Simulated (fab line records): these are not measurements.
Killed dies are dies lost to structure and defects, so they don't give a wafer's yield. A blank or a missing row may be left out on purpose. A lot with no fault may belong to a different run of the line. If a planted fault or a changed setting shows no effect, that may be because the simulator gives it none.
Matching of chambers + flow n5_finfet + N5_HKMG_FIN_ETCH_86 on rie_diel-01 has 4 sister chambers
The step etches SOC in N2/H2, stops on TiN, target depth 393.2 nm. 8 wafers are shown with their chamber, then 10 later ones without.

WAFERS WITH THEIR CHAMBER
| wafer  | chamber | showerhead_plenum_p_Torr (Torr) | drypump_motor_current_A (A) |
|--------|---------|---------------------------------|-----------------------------|
| L078.4 | 0       | 2.50                            | 5.6                         |
| L081.2 | 1       | 2.51                            | 5.8                         |
| L081.6 | 2       | 2.48                            | 5.1                         |
| L082.1 | 3       | 2.70                            | 6.5                         |
| L082.4 | 0       | 2.50                            | 5.7                         |
| L082.6 | 3       | 2.70                            | 6.5                         |
| L085.2 | 2       | 2.48                            | 5.1                         |
| L085.4 | 1       | 2.50                            | 5.8                         |

WAFERS WHOSE CHAMBER IS MISSING
| wafer  | showerhead_plenum_p_Torr (Torr) | drypump_motor_current_A (A) |
|--------|---------------------------------|-----------------------------|
| L085.6 | 2.70                            | 6.5                         |
| L088.1 | 2.50                            | 5.6                         |
| L088.2 | 2.70                            | 6.5                         |
| L088.5 | 2.50                            | 5.8                         |
| L089.1 | 2.50                            | 5.6                         |
| L089.2 | 2.50                            | 5.8                         |
| L089.4 | 2.70                            | 6.5                         |
| L097.1 | 2.47                            | 5.1                         |
| L097.3 | 2.49                            | 5.9                         |
| L097.6 | 2.47                            | 5.1                         |

WHICH CHAMBER EACH WENT THROUGH
| wafer  | from the rows above | in truth |
|--------|---------------------|----------|
| L085.6 | 3                   | 3        |
| L088.1 | 0                   | 0        |
| L088.2 | 3                   | 3        |
| L088.5 | 1                   | 1        |
| L089.1 | 0                   | 0        |
| L089.2 | 1                   | 1        |
| L089.4 | 3                   | 3        |
| L097.1 | 2                   | 2        |
| L097.3 | 1                   | 1        |
| L097.6 | 2                   | 2        |
Correct placement for 10 of the 10. Can't be placed from these rows: 0. Number placed wrongly: 0.
How it was worked out, from the rows above alone: a wafer's distance from a chamber is the root of the sum, over the readings, of the square of ((its reading less the chamber's mean) divided by the reading's scatter). If the next closest chamber is less than 2 further off than the closest, the wafer can't be placed; otherwise it belongs to the closest. Each chamber's mean is taken over the wafers shown for it. The scatter: the root of (the sum of the squares of (reading less its chamber's mean) over the shown wafers, divided by (wafers less chambers)).
